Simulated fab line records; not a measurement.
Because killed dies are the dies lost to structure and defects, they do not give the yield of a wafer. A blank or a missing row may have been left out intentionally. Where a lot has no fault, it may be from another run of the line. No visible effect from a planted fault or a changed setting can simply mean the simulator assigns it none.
A lot that was struck, set against a sound lot || flow nand harc || 21 out of 1159 route steps
Sound: the wafers L871.1, L871.2, L871.4. The struck wafers were L886.1, L886.3, L886.6. Last of all comes the cause.
Each step with rows lists, per side, the tool, then ch with its chambers, then its first start. Under that, the readings that differ: sound wafers || struck wafers || difference of the means || sigmas: that difference in standard deviations of wafers without a fault.
alike: readings whose means differ by less than 2 such deviations, and words and numbers that are the same on both sides. not compared: withheld readings, readings that some wafer has no value for, bounds like >300 that may hide the same value, and numbers for which the record gives no deviation and whose values overlap.
Wherever a step has rows on one side only, a row that says differs or no value, or a row with sigmas, the two part there. Non-overlapping numbers with no deviation appear without sigmas and do not part them. A reading missing from all wafers of one side parts the sides only when that side holds two or more wafers.

NHARC_P_CONTACT_CVD_23: deposits W, target thk 200 nm, time 557 s.
  sound on cvd w-02 ch 0,1; struck on cvd w-01 ch 0,1
{"reading": "heater power w (W)", "sound": "469 437 467", "struck": "540 596 574", "difference": "+112", "sigmas": "+2"}
{"reading": "susceptor temp C (C)", "sound": "- - -", "struck": "300.05 299.94 300.24", "difference": "no value on the sound wafers", "sigmas": ""}
  alike: mfc ar sccm, throttle valve pct
NHARC_P_CONTACT_CMP_24: polishes, t overpolish 30 s, target thk 200 nm.
  sound on cmp-04 ch 1,2,3, day 6 04:19; struck on cmp-04 ch 0,1,2, day 10 00:46
  alike: edge zone pressure frac, motor current A, overpolish run s, time to endpoint s
then, 1 step without rows for these wafers: NHARC_P_CONTACT_SRD_26.
NHARC_P_CONTACT_INSPECT_27:
  sound on defect inspect-02 at day 6 04:43; struck on defect inspect-02 at day 10 01:10
  alike: raw defect count
then, 7 steps without rows for these wafers: NHARC_P_M0_DEP_00 (deposits SiOC, target thk 150 nm); NHARC_P_M0_DEHYDRATE_01 (time 120 s); NHARC_P_M0_HMDS_02 (time 30 s); NHARC_P_M0_COAT_33 (time 65 s); NHARC_P_M0_COAT_03 (resist thk 90 nm); NHARC_P_M0_SOFTBAKE_04 (time 55 s); NHARC_P_M0_EBR_05.
NHARC_P_M0_EXPOSE_06: exposes mask P M0, target cd 90 nm.
  sound on arfi scanner-02 ch 0, day 6 05:29; struck on arfi scanner-01 ch 0, day 10 01:56
{"reading": "exposure dose mJ cm2", "sound": "81.23 81.25 81.20", "struck": "95.93 96.00 96.01", "difference": "+14.75", "sigmas": "+99 or more"}
  alike: mask
then, 2 steps without rows for these wafers: NHARC_P_M0_PEB_07 (peb time 65 s); NHARC_P_M0_DEVELOP_08 (develop time 35 s).
NHARC_P_M0_CD_MEAS_09 targets a cd of 90 nm.
  sound on cd sem-03 ch 0, day 6 05:38; struck on cd sem-03 ch 0, day 10 02:05
{"reading": "cd nm (nm)", "sound": "90.3 90.9 90.4", "struck": "100.6 100.4 100.0", "difference": "+9.8", "sigmas": "+19"}
NHARC_P_M0_OVL_MEAS_10: pitch 180 nm.
  sound on overlay-02 at day 6 05:43; struck on overlay-01 at day 10 02:10
{"reading": "overlay x nm (nm)", "sound": "-1.5 -1.6 -1.3", "struck": "0.6 0.8 1.0", "difference": "+2.3", "sigmas": "+3"}
  alike: overlay y nm
NHARC_P_M0_INSPECT_11:
  sound on defect inspect-01 at day 6 05:45; struck on defect inspect-02 at day 10 02:13
  alike: raw defect count
NHARC_P_M0_DESCUM_14: chemistry O2, time 3 s.
  sound on rie diel-10 ch 0,1,3, day 6 05:49; struck on rie diel-08 ch 0,1, day 10 02:17
{"reading": "oes product au (a.u.)", "sound": "1.013 1.020 1.009", "struck": "0.999 0.996 0.996", "difference": -0.017, "sigmas": -2}
{"reading": "model.P_M0.cd nm (nm)", "sound": "90.15 90.34 89.94", "struck": "100.7 100 99.95", "difference": "+10.1", "sigmas": ""}
  alike: drypump motor current A, mfc ar sccm, rf vpp V, showerhead plenum p Torr, throttle valve pct
  not compared: rf hours counter h
NHARC_P_M0_ETCH_34: etches the open film in N2/H2, target depth 40 nm, overetch 12 nm, time 43.94 s.
  sound on rie diel-10 ch 0,3, day 6 05:55; struck on rie diel-08 ch 1,3, day 10 02:23
  alike: drypump motor current A, h2 flow sccm, mfc ar sccm, oes product au, rf vpp V, showerhead plenum p Torr, throttle valve pct
  not compared: rf hours counter h
NHARC_P_M0_ETCH_15: etches the open film in C4F8/Ar, target depth 150 nm, overetch 15 nm, time 82.5 s.
  sound on rie diel-10 ch 0,1,3; struck on rie diel-08 ch 0,1
{"reading": "model.P_M0.cd nm (nm)", "sound": "90.13 90.31 89.95", "struck": "100.7 99.88 99.92", "difference": "+10.0", "sigmas": ""}
  alike: oes product au, rf vpp V
  not compared: rf hours counter h
NHARC_P_M0_CD_MEAS_16:
  sound on cd sem-03 at day 6 06:10; struck on cd sem-03 at day 10 02:37
{"reading": "cd nm (nm)", "sound": "90.5 90.3 89.6", "struck": "100.6 99.8 100.0", "difference": "+10.0", "sigmas": "+16"}

## WHERE THEY PART
At NHARC_P_CONTACT_CVD_23 first; at NHARC_P_M0_CD_MEAS_16 last (within this record only).

WHY: what had been put in by the simulator
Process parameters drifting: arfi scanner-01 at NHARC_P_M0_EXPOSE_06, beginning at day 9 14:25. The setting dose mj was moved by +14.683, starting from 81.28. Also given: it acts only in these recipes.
